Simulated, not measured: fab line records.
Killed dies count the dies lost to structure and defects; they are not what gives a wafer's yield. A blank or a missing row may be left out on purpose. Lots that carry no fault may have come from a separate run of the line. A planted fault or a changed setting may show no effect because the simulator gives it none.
Which of the tools did it? + flow n5-finfet + Sampling: 11 lots, 29 wafers, 5 of 1938 route steps

WHAT EACH GAUGE READ, for each wafer
N5_HKMG_FIN_INSPECT_28: inspects for defects (darkfield). Usual: raw-defect-count reads 42 (standard deviation 18).
| lot  | measured     | on                | raw-defect-count | flag |
|------|--------------|-------------------|------------------|------|
| L286 | day 5 01:43  | defect-inspect-01 | 36 30 37         |      |
| L288 | day 5 13:37  | defect-inspect-01 | 67 76 47         |      |
| L289 | day 5 20:38  | defect-inspect-01 | 42 28 62         |      |
| L290 | day 6 02:32  | defect-inspect-02 | 33 78 32         |      |
| L291 | day 6 11:20  | defect-inspect-01 | 25 82 34         |      |
| L293 | day 6 20:47  | defect-inspect-02 | 29 24 31         |      |
| L300 | day 8 13:46  | defect-inspect-02 | 28 43            |      |
| L302 | day 9 04:29  | defect-inspect-01 | 56 34            |      |
| L303 | day 9 06:19  | defect-inspect-01 | 34 45            |      |
| L305 | day 9 23:58  | defect-inspect-01 | 16 27 26         |      |
| L306 | day 10 03:43 | defect-inspect-01 | 44 44            |      |

N5_MOL_CONTACT_COAG_CD_MEAS_08: target cd 28 nm. Usual: cd-nm reads 28.0 nm (standard deviation 0.37).
| lot  | measured     | on        | cd-nm (nm)     | flag |
|------|--------------|-----------|----------------|------|
| L286 | day 5 09:05  | cd-sem-02 | 28.4 28.7 28.2 |      |
| L288 | day 5 21:28  | cd-sem-01 | 28.5 28.2 28.4 |      |
| L289 | day 6 04:16  | cd-sem-01 | 28.6 28.5 28.4 |      |
| L290 | day 6 10:44  | cd-sem-02 | 27.8 27.8 27.8 |      |
| L291 | day 6 19:11  | cd-sem-01 | 28.0 27.5 28.0 |      |
| L293 | day 7 04:29  | cd-sem-01 | 28.3 29.0 28.4 |      |
| L300 | day 8 23:53  | cd-sem-02 | 28.2 28.2      |      |
| L302 | day 9 12:35  | cd-sem-02 | 27.6 27.5      |      |
| L303 | day 9 14:02  | cd-sem-03 | 27.9 27.7      |      |
| L305 | day 10 08:13 | cd-sem-03 | 27.5 28.1 27.5 |      |
| L306 | day 10 11:05 | cd-sem-03 | 28.1 27.6      |      |

N5_BEOL_M4_RC_MEAS_101. Usual: DIBL_N 36.1 mV/V, standard deviation 2; DIBL_P 36.3 mV/V, standard deviation 2.5; IOFF_N 0.16 nA/um, standard deviation 0.037; IOFF_P 0.21 nA/um, standard deviation 0.039; ION_N 678 uA/um, standard deviation 15; ION_P 465 uA/um, standard deviation 8.7; SS_N 71.4 mV/dec, standard deviation 0.7; SS_P 73.3 mV/dec, standard deviation 0.74; VT_N 249 mV, standard deviation 3.6; VT_P -250.0 mV, standard deviation 2.9.
| lot  | measured     | on        | DIBL_N (mV/V)  | DIBL_P (mV/V)  | IOFF_N (nA/um) | IOFF_P (nA/um) | ION_N (uA/um) | ION_P (uA/um) | SS_N (mV/dec)  | SS_P (mV/dec)  | VT_N (mV)   | VT_P (mV)            | flag |
|------|--------------|-----------|----------------|----------------|----------------|----------------|---------------|---------------|----------------|----------------|-------------|----------------------|------|
| L286 | day 8 13:13  | prober-02 | 33.3 36.9 33.6 | 30.4 35.9 30.2 | 0.09 0.14 0.09 | 0.15 0.21 0.14 | 643 684 642   | 452 470 443   | 70.6 71.0 70.6 | 72.3 72.7 71.8 | 257 250 258 | -252.8 -250.1 -255.9 |      |
| L288 | day 9 06:07  | prober-02 | 36.2 34.6 37.3 | 37.4 35.8 39.0 | 0.16 0.13 0.19 | 0.21 0.18 0.23 | 679 671 688   | 463 466 467   | 71.7 71.1 72.2 | 73.2 72.5 74.0 | 249 256 250 | -253.5 -253.8 -251.7 |      |
| L289 | day 9 06:28  | prober-01 | 34.8 34.5 38.4 | 35.2 35.1 40.7 | 0.14 0.13 0.21 | 0.18 0.17 0.27 | 687 670 687   | 470 459 472   | 71.5 71.3 72.4 | 72.7 73.1 74.3 | 251 251 244 | -250.1 -251.9 -245.6 |      |
| L290 | day 9 07:47  | prober-02 | 32.3 34.5 37.8 | 30.4 33.9 38.5 | 0.09 0.12 0.17 | 0.14 0.18 0.25 | 653 666 672   | 459 465 467   | 70.1 71.4 71.9 | 71.2 73.0 73.8 | 257 251 248 | -253.7 -250.1 -247.8 |      |
| L291 | day 10 17:14 | prober-02 | 38.9 35.9 36.7 | 40.1 37.6 38.4 | 0.20 0.15 0.16 | 0.21 0.18 0.19 | 675 673 670   | 456 453 452   | 72.3 71.5 72.0 | 73.5 72.7 72.8 | 250 252 252 | -253.0 -254.6 -253.3 |      |
| L293 | day 10 22:55 | prober-02 | 34.5 36.6 36.0 | 33.9 35.8 35.6 | 0.13 0.16 0.16 | 0.19 0.22 0.21 | 677 685 683   | 467 462 465   | 71.6 72.0 71.9 | 73.5 73.9 73.1 | 249 246 247 | -249.3 -250.9 -249.6 |      |
| L300 | day 13 11:09 | prober-02 | 35.3 34.1      | 36.6 34.7      | 0.15 0.14      | 0.21 0.19      | 654 674       | 456 473       | 71.2 70.5      | 73.1 71.9      | 252 251     | -249.0 -250.6        |      |
| L302 | day 13 20:16 | prober-02 | 34.5 34.3      | 35.3 35.2      | 0.15 0.13      | 0.20 0.19      | 690 660       | 476 453       | 71.0 70.8      | 72.5 72.5      | 249 252     | -250.5 -249.1        |      |
| L303 | day 14 06:56 | prober-02 | 35.6 33.9      | 35.0 33.2      | 0.15 0.13      | 0.20 0.20      | 675 679       | 466 471       | 71.8 70.7      | 73.3 73.0      | 250 252     | -247.7 -248.3        |      |
| L305 | day 14 13:26 | prober-01 | 39.8 36.3 37.8 | 41.0 37.9 38.1 | 0.25 0.17 0.21 | 0.31 0.25 0.24 | 702 687 689   | 476 474 460   | 72.3 71.1 72.4 | 74.4 74.2 74.1 | 242 246 244 | -245.9 -244.9 -248.1 |      |
| L306 | day 14 01:16 | prober-02 | 34.2 36.9      | 34.1 37.5      | 0.13 0.16      | 0.18 0.23      | 676 672       | 466 468       | 70.1 71.6      | 73.3 74.1      | 251 251     | -251.3 -249.1        |      |

EACH LOT AND THE TOOL THAT RAN IT (in order: tool; ch and the chambers of the sampled wafers; start)
| lot  | N5_GATE_CUT_VAPOR_ETCH_48         | N5_GATE_CUT_CMP_23           |
|------|-----------------------------------|------------------------------|
| L286 | rie-metal-01 ch 0,1, day 5 05:59  | cmp-01 ch 1,2,3, day 5 07:49 |
| L288 | rie-metal-01 ch 0, day 5 18:19    | cmp-01 ch 0,2,3, day 5 20:13 |
| L289 | rie-metal-02 ch 0,1, day 6 01:10  | cmp-01 ch 1,2,3, day 6 02:56 |
| L290 | rie-metal-01 ch 0, day 6 07:26    | cmp-04 ch 2,3, day 6 09:19   |
| L291 | rie-metal-01 ch 0,1, day 6 15:48  | cmp-01 ch 0,1,3, day 6 17:55 |
| L293 | rie-metal-01 ch 0,1, day 7 01:15  | cmp-01 ch 0,2, day 7 03:02   |
| L300 | rie-metal-02 ch 0,1, day 8 18:51  | cmp-03 ch 0,3, day 8 22:31   |
| L302 | rie-metal-03 ch 1, day 9 09:17    | cmp-04 ch 3, day 9 11:10     |
| L303 | rie-metal-02 ch 0, day 9 10:48    | cmp-01 ch 1,3, day 9 12:39   |
| L305 | rie-metal-02 ch 0,1, day 10 04:26 | cmp-04 ch 1,2, day 10 06:44  |
| L306 | rie-metal-01 ch 0,1, day 10 08:00 | cmp-03 ch 2,3, day 10 09:47  |
- N5_GATE_CUT_VAPOR_ETCH_48: etches TiN in BCl3/Cl2.
- N5_GATE_CUT_CMP_23: polishes, stops on SiO2, t overpolish 23.4 s, target thk 16 nm.

WHAT THE TOOLS THEMSELVES READ (means of the sampled wafers that have a number; where no wafer has one, the mark that the record gives instead)
N5_GATE_CUT_VAPOR_ETCH_48. Usual: drypump-motor-current-A 5.59 A, standard deviation 0.25; oes-product-au 0.78 a.u., standard deviation 0.14.
| lot  | tool         | drypump-motor-current-A (A) | oes-product-au (a.u.) | flag |
|------|--------------|-----------------------------|-----------------------|------|
| L286 | rie-metal-01 | 5.55                        | 0.80                  |      |
| L288 | rie-metal-01 | 5.40                        | 0.90                  |      |
| L289 | rie-metal-02 | 5.46                        | 0.61                  |      |
| L290 | rie-metal-01 | 5.40                        | 0.89                  |      |
| L291 | rie-metal-01 | 5.55                        | 0.93                  |      |
| L293 | rie-metal-01 | 5.55                        | 0.91                  |      |
| L300 | rie-metal-02 | 5.53                        | 0.78                  |      |
| L302 | rie-metal-03 | 5.46                        | 0.73                  |      |
| L303 | rie-metal-02 | 5.27                        | 0.61                  |      |
| L305 | rie-metal-02 | 5.62                        | 0.80                  |      |
| L306 | rie-metal-01 | 5.62                        | 0.89                  |      |

N5_GATE_CUT_CMP_23. Usual: motor-current-A 8.7 A, standard deviation 1.1; overpolish-run-s 23.400 s, standard deviation 0.0087; platen-rpm 51.80 rpm, standard deviation 0.042; time-to-endpoint-s 20 s, standard deviation 3.7.
| lot  | tool   | motor-current-A (A) | overpolish-run-s (s) | platen-rpm (rpm) | time-to-endpoint-s (s) | flag |
|------|--------|---------------------|----------------------|------------------|------------------------|------|
| L286 | cmp-01 | 9.3                 | 23.407               | 51.77            | 19                     |      |
| L288 | cmp-01 | 8.2                 | 23.404               | 51.81            | 21                     |      |
| L289 | cmp-01 | 9.0                 | 23.399               | 51.81            | 23                     |      |
| L290 | cmp-04 | 8.3                 | 23.404               | 51.80            | 20                     |      |
| L291 | cmp-01 | 8.6                 | 23.403               | 53.86            | 16                     | OFF  |
| L293 | cmp-01 | 8.7                 | 23.407               | 53.86            | 18                     | OFF  |
| L300 | cmp-03 | 8.4                 | 23.408               | 51.81            | 20                     |      |
| L302 | cmp-04 | 8.4                 | 23.401               | 51.84            | 22                     |      |
| L303 | cmp-01 | 9.2                 | 23.409               | 51.80            | 17                     |      |
| L305 | cmp-04 | 7.9                 | 23.397               | 51.83            | 20                     |      |
| L306 | cmp-03 | 9.7                 | 23.391               | 51.80            | 18                     |      |

THE ANSWER, worked out from the rows above alone
Rule: take the mean of a lot's wafers that have a number; if it is more than 3 standard deviations from the usual mean, the lot is off. Also off: a lot with no number at a reading for which 4 or more lots have one. Where the step has rows for the other lots, those lots are counted as sound. After the gauges, taken in route order, come the tools' own readings; for these a lot's mean is taken, as printed above. The first step at which some lot is off is used, and at that step the reading that is off furthest; a lot without a number counts as furthest.
Off: L291, L293 (N5_GATE_CUT_CMP_23, platen-rpm).
A tool fits if, at that step or a process step before it, it ran every lot that is off, and no sound lot after the first of them. Of those tried, none fits.

WHAT WAS PUT IN BY THE SIMULATOR
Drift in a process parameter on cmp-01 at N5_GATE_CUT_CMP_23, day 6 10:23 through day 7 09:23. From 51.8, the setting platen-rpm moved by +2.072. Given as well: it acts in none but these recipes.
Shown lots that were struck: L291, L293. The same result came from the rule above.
